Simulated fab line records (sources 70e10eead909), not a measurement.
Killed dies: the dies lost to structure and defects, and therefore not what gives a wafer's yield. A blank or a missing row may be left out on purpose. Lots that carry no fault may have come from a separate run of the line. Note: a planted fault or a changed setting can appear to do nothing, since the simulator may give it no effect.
Which tool was responsible? ; flow nand-harc ; 24 lots, 72 wafers sampled, at 4 steps of a route of 1302

## WHAT THE GAUGES READ, wafer by wafer
NHARC_A_BLC_INSPECT_28. Usual: 480 for raw-defect-count, sd 98.
lot;measured;on;raw-defect-count;flag
L075;day 23 20:36;defect-inspect-02;552 616 533;
L074;day 23 21:20;defect-inspect-02;470 478 613;
L077;day 24 12:08;defect-inspect-02;341 523 371;
L076;day 24 13:17;defect-inspect-01;456 612 671;
L078;day 24 22:09;defect-inspect-01;411 438 621;
L080;day 25 12:38;defect-inspect-01;575 643 574;
L079;day 25 14:59;defect-inspect-02;316 378 390;
L081;day 26 04:09;defect-inspect-01;553 467 517;
L082;day 26 08:23;defect-inspect-01;315 497 529;
L083;day 27 01:46;defect-inspect-02;605 408 504;
L086;day 27 08:35;defect-inspect-02;604 529 431;
L084;day 27 09:02;defect-inspect-02;499 433 421;
L085;day 27 16:58;defect-inspect-01;538 360 388;
L087;day 28 04:13;defect-inspect-02;706 610 534;
L088;day 28 13:55;defect-inspect-01;483 336 676;
L089;day 28 16:35;defect-inspect-02;471 455 490;
L090;day 29 23:08;defect-inspect-01;510 534 479;
L091;day 30 07:08;defect-inspect-01;432 505 406;
L094;day 30 13:47;defect-inspect-02;443 484 496;
L092;day 30 14:23;defect-inspect-02;511 509 539;
L093;day 30 21:46;defect-inspect-01;453 500 443;
L095;day 31 17:41;defect-inspect-02;619 379 461;
L096;day 32 03:11;defect-inspect-01;425 444 381;
L097;day 32 17:20;defect-inspect-01;500 321 387;

NHARC_A_M0_INSPECT_27. Usual: 521 for raw-defect-count, sd 140.
lot;measured;on;raw-defect-count;flag
L075;day 24 00:13;defect-inspect-02;378 469 501;
L074;day 24 01:05;defect-inspect-02;373 407 446;
L077;day 24 15:34;defect-inspect-01;497 506 440;
L076;day 24 16:52;defect-inspect-02;498 735 682;
L078;day 25 01:54;defect-inspect-02;424 414 479;
L080;day 25 16:11;defect-inspect-01;586 493 435;
L079;day 25 18:25;defect-inspect-01;646 642 499;
L081;day 26 08:07;defect-inspect-01;1035 540 579;
L082;day 26 11:57;defect-inspect-02;464 622 367;
L083;day 27 05:23;defect-inspect-01;429 487 523;
L086;day 27 12:03;defect-inspect-01;726 841 799;
L084;day 27 12:31;defect-inspect-02;671 656 543;
L085;day 27 20:36;defect-inspect-01;635 623 527;
L087;day 28 07:58;defect-inspect-01;397 622 480;
L088;day 28 17:30;defect-inspect-02;581 458 651;
L089;day 28 20:21;defect-inspect-02;386 402 408;
L090;day 30 02:43;defect-inspect-01;383 479 326;
L091;day 30 10:45;defect-inspect-02;554 756 575;
L094;day 30 17:22;defect-inspect-02;443 464 420;
L092;day 30 17:58;defect-inspect-01;502 442 459;
L093;day 31 01:13;defect-inspect-02;390 378 467;
L095;day 31 21:16;defect-inspect-02;599 502 512;
L096;day 32 08:08;defect-inspect-01;337 327 337;
L097;day 32 20:56;defect-inspect-02;463 559 487;

NHARC_A_M1_CD_MEAS_09: target cd 120 nm. Usual: 119.9 nm for cd-nm, sd 0.57.
lot;measured;on;cd-nm (nm);flag
L075;day 24 01:36;cd-sem-02;120.3 120.1 119.5;
L074;day 24 02:28;cd-sem-03;119.9 120.5 119.9;
L077;day 24 16:55;cd-sem-01;120.2 120.3 120.2;
L076;day 24 18:17;cd-sem-03;120.1 119.8 120.2;
L078;day 25 03:17;cd-sem-01;119.2 119.3 119.1;
L080;day 25 17:28;cd-sem-03;119.8 121.0 120.4;
L079;day 25 20:18;cd-sem-03;119.8 119.8 119.8;
L081;day 26 09:29;cd-sem-01;120.1 119.9 120.4;
L082;day 26 13:46;cd-sem-01;120.1 120.0 120.3;
L083;day 27 06:47;cd-sem-02;119.4 119.3 119.7;
L086;day 27 13:27;cd-sem-01;119.5 118.6 119.5;
L084;day 27 13:47;cd-sem-03;119.5 120.2 120.5;
L085;day 27 22:13;cd-sem-01;120.4 121.0 120.9;
L087;day 28 09:32;cd-sem-02;120.5 120.0 119.6;
L088;day 28 18:46;cd-sem-03;119.1 119.3 119.3;
L089;day 28 21:44;cd-sem-02;119.7 120.3 120.3;
L090;day 30 04:06;cd-sem-03;120.2 120.5 119.9;
L091;day 30 12:09;cd-sem-01;120.3 119.6 120.9;
L094;day 30 18:37;cd-sem-03;119.9 119.8 119.6;
L092;day 30 19:14;cd-sem-01;121.2 120.8 120.8;
L093;day 31 02:37;cd-sem-03;120.0 120.0 120.5;
L095;day 31 22:39;cd-sem-01;119.2 120.4 120.3;
L096;day 32 09:31;cd-sem-01;118.9 118.9 119.0;
L097;day 32 22:13;cd-sem-01;119.8 120.2 120.7;

## WHICH TOOL RAN EACH LOT (tool, then ch and the chambers of the sampled wafers, then the start)
lot;NHARC_A_M0_PVD_20
L075;pvd-sputter-03, day 24 00:13 or earlier
L074;pvd-sputter-01, day 24 01:05 or earlier
L077;pvd-sputter-03, day 24 15:34 or earlier
L076;pvd-sputter-01, day 24 16:52 or earlier
L078;pvd-sputter-01, day 25 01:54 or earlier
L080;pvd-sputter-03, day 25 16:11 or earlier
L079;pvd-sputter-01, day 25 18:25 or earlier
L081;pvd-sputter-03, day 26 08:07 or earlier
L082;pvd-sputter-01, day 26 11:57 or earlier
L083;pvd-sputter-02, day 27 05:23 or earlier
L086;pvd-sputter-03, day 27 12:03 or earlier
L084;pvd-sputter-01, day 27 12:31 or earlier
L085;pvd-sputter-01, day 27 20:36 or earlier
L087;pvd-sputter-02, day 28 07:58 or earlier
L088;pvd-sputter-03, day 28 17:30 or earlier
L089;pvd-sputter-03, day 28 20:21 or earlier
L090;pvd-sputter-01, day 30 02:43 or earlier
L091;pvd-sputter-01, day 30 10:45 or earlier
L094;pvd-sputter-01, day 30 17:22 or earlier
L092;pvd-sputter-02, day 30 17:58 or earlier
L093;pvd-sputter-03, day 31 01:13 or earlier
L095;pvd-sputter-02, day 31 21:16 or earlier
L096;pvd-sputter-02, day 32 08:08 or earlier
L097;pvd-sputter-03, day 32 20:56 or earlier
- NHARC_A_M0_PVD_20: deposits TaN, target thk 5 nm, time 8.06 s.

## WHAT THE TOOLS THEMSELVES READ (means of the sampled wafers that have a number; where no wafer has one, the mark that the record gives instead)
NHARC_A_M0_PVD_20. Usual: cathode-dc-power-W 15000 W, standard deviation 2.7; throttle-valve-pct 29.8 %, standard deviation 1.1.
lot;tool;cathode-dc-power-W (W);throttle-valve-pct (%);flag
L075;pvd-sputter-03;15002;28.5;
L074;pvd-sputter-01;15000;29.8;
L077;pvd-sputter-03;15001;29.4;
L076;pvd-sputter-01;14997;30.1;
L078;pvd-sputter-01;15002;30.0;
L080;pvd-sputter-03;14998;29.5;
L079;pvd-sputter-01;15000;29.9;
L081;pvd-sputter-03;15002;28.7;
L082;pvd-sputter-01;15000;29.7;
L083;pvd-sputter-02;15000;30.6;
L086;pvd-sputter-03;15001;29.2;
L084;pvd-sputter-01;15002;30.0;
L085;pvd-sputter-01;14999;29.8;
L087;pvd-sputter-02;15001;30.8;
L088;pvd-sputter-03;14999;29.6;
L089;pvd-sputter-03;14999;29.4;
L090;pvd-sputter-01;15000;29.8;
L091;pvd-sputter-01;15000;30.0;
L094;pvd-sputter-01;14998;30.1;
L092;pvd-sputter-02;15002;30.6;
L093;pvd-sputter-03;14996;29.7;
L095;pvd-sputter-02;15002;29.6;
L096;pvd-sputter-02;14999;30.6;
L097;pvd-sputter-03;14998;29.9;

## THE ANSWER, worked out from the rows above alone
Rule: take the mean of a lot's wafers that have a number; if it is more than 3 standard deviations from the usual mean, the lot is off. A lot without any number at a reading at which 4 lots or more have one is off too. Where the step has rows for the other lots, those lots are counted as sound. The gauges are gone through in route order, then the tools' own readings, and for those a lot's mean is taken as printed above. At the first step where some lot is off, the reading lying furthest off is the one used; lots without a number count as furthest.
Nothing can be told from this: no lot is off at any reading shown.

## WHAT THE SIMULATOR HAD PUT IN
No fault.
